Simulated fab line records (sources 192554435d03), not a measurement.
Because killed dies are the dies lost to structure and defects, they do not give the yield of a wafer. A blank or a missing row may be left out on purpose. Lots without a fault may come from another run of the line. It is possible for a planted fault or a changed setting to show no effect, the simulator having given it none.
Comparing a struck lot with a sound one -- flow n5 finfet -- 43 out of 1938 route steps
Sound: these wafers, L849.2, L849.4, L849.6. Wafers L853.3, L853.4, L853.6 were the ones struck. The cause is named last.
Per side, at each step with rows, come the tool, then ch with its chambers, and then its first start. Under that, the readings that differ: sound wafers -- struck wafers -- difference of the means -- sigmas: that difference in standard deviations of wafers without a fault.
alike: readings whose means differ by less than 2 such deviations, and words and numbers that are the same on both sides. not compared: withheld readings, readings that some wafer has no value for, bounds like >300 that may hide the same value, and numbers for which the record gives no deviation and whose values overlap.
Wherever a step has rows on one side only, a row that says differs or no value, or a row with sigmas, the two part there. Numbers that don't overlap but have no deviation are shown without sigmas and don't part them. Lack of a reading on every wafer of one side parts them only where that side has two or more wafers.

first, 11 steps without rows for these wafers: N5_BEOL_M4_DESCUM_33 (chemistry O2, time 7 s); N5_BEOL_M4_ETCH_77 (etches underlayer in N2/H2, target depth 6.5 nm, time 5.2 s); N5_BEOL_M4_ETCH_69 (etches SiARC in CF4, target depth 15.6 nm, time 26 s); N5_BEOL_M4_ALD_98 (deposits SiO2, target thk 2.5 nm, pulse time 1 s, co reactant pulse time 1 s); N5_BEOL_M4_ETCHBACK_99 (etches SiO2 in CHF3, target depth 5 nm, time 10.4 s); N5_BEOL_M4_ETCH_70 (etches SOC in N2/H2, target depth 80 nm, overetch 24 nm, time 130 s); N5_BEOL_M4_STRIP_71 (strips in N2/H2); N5_BEOL_M4_STRIP_78 (strips in N2/H2); N5_BEOL_M4_VIA_ETCH_34 (etches the open film in C4F6/O2, target depth 69.4 nm, time 65.9 s); N5_BEOL_M4_STRIP_83 (strips in C4F6/O2); N5_BEOL_M4_STRIP_36 (strips in N2/H2).
N5_BEOL_M4_TRENCH_ETCH_37: etches SiOC in C4F6/O2, target depth 55.555 nm, time 29.2 s.
  sound on rie diel-06 ch 0,2, day 8 06:56; struck on rie diel-06 ch 1,2,3, day 8 10:20
  no value came back on the struck wafers for any of 8 readings (C4F6_flow_sccm (sccm), O2_flow_sccm (sccm) and others); on the sound wafers C4F6_flow_sccm (sccm) reads 9.98 10.03 10.05
reading,sound,struck,difference,sigmas
model.TiN_of_BEOL_M4_HM_DEP_02.thk nm (nm),17.6 17.4 17.6,19.8 19.6 19.8,+2.2,
  not compared: rf hours counter h
then, 2 steps without rows for these wafers: N5_BEOL_M4_ETCH_41 (etches SiCN in CH3F/O2, target depth 29.9 nm, time 52.5 s); N5_BEOL_M4_STRIP_97 (strips in N2/H2, time 10 s).
N5_BEOL_M4_OCD_MEAS_38:
  sound: ocd-02 at day 8 07:05; struck: ocd-02 at day 8 10:29
reading,sound,struck,difference,sigmas
trench depth nm (nm),55.4 57.1 55.1,0 0 0.5,-56,-62
then, 25 steps without rows for these wafers: N5_BEOL_M4_HM_STRIP_39 (strips TiN in peroxide tin strip, target depth 25 nm, time 158 s); N5_BEOL_M4_SRD_40 (time 30 s); N5_BEOL_M4_PRECLEAN_42 (cleans in residue remover, time 60 s); N5_BEOL_M4_SRD_43 (time 30 s); N5_BEOL_M4_DEGAS_44 (time 60 s); N5_BEOL_M4_PRE_CLEAN_45 (time 30 s); N5_BEOL_M4_ALD_84 (deposits TaN, pulse time 2 s, purge time 3 s, co reactant purge time 2 s); N5_BEOL_M4_SURFACE_TREAT_85; N5_BEOL_M4_CVD_47 (deposits Co from CCTBA/H2, target thk 3 nm, time 223.8 s); N5_BEOL_M4_SPUTTER_48 (material Cu, target thk 4.5 nm, time 8.29 s); N5_BEOL_M4_ANNEAL_49 (time 240 s); N5_BEOL_M4_SPUTTER_79 (material Cu, target thk 4.5 nm, time 8.29 s); N5_BEOL_M4_ANNEAL_80 (time 240 s); N5_BEOL_M4_SPUTTER_81 (material Cu, target thk 4.5 nm, time 8.29 s); N5_BEOL_M4_ANNEAL_82 (time 240 s); N5_BEOL_M4_SPUTTER_86 (material Cu, target thk 4.5 nm, time 8.29 s); N5_BEOL_M4_ANNEAL_87 (time 240 s); N5_BEOL_M4_SPUTTER_88 (material Cu, target thk 4.5 nm, time 8.29 s); N5_BEOL_M4_ANNEAL_89 (time 240 s); N5_BEOL_M4_SPUTTER_90 (material Cu, target thk 4.5 nm, time 8.29 s); N5_BEOL_M4_ANNEAL_91 (time 240 s); N5_BEOL_M4_SPUTTER_92 (material Cu, target thk 4.5 nm, time 8.29 s); N5_BEOL_M4_ANNEAL_93 (time 240 s); N5_BEOL_M4_SPUTTER_94 (material Cu, target thk 4.5 nm, time 8.29 s); N5_BEOL_M4_ANNEAL_95 (time 240 s).
N5_BEOL_M4_CMP_52: polishes, stops on SiOC, t overpolish 6.8 s, target thk 40 nm.
  sound on cmp-01 ch 1,2,3, day 8 10:59; struck on cmp-03 ch 1,2, day 8 14:15
reading,sound,struck,difference,sigmas
model.Cu_of_BEOL_M4_ECD_50.thk nm (nm),40.4 42 39.6,0 0 0,-41,
  alike: motor current A, slurry filter dp kPa
N5_BEOL_M4_RC_MEAS_101:
  the record has rows for the sound wafers here (prober-02 ch 0, day 8 11:43) and none for the struck ones
-- here the record skips 4 days between the struck wafers' starts before and after, leaving off in module BEOL_M4 and picking up in module PASSIVATION (first step shown: number 1936 of the route) --
N5_PASSIVATION_PROBE_49:
  only the struck wafers here have rows in the record (prober-01, day 13 01:37); the sound ones have none

## WHERE THEY PART
Last at N5_PASSIVATION_PROBE_49 as far as this record goes, first at N5_BEOL_M4_TRENCH_ETCH_37.

WHY: what had been put in by the simulator
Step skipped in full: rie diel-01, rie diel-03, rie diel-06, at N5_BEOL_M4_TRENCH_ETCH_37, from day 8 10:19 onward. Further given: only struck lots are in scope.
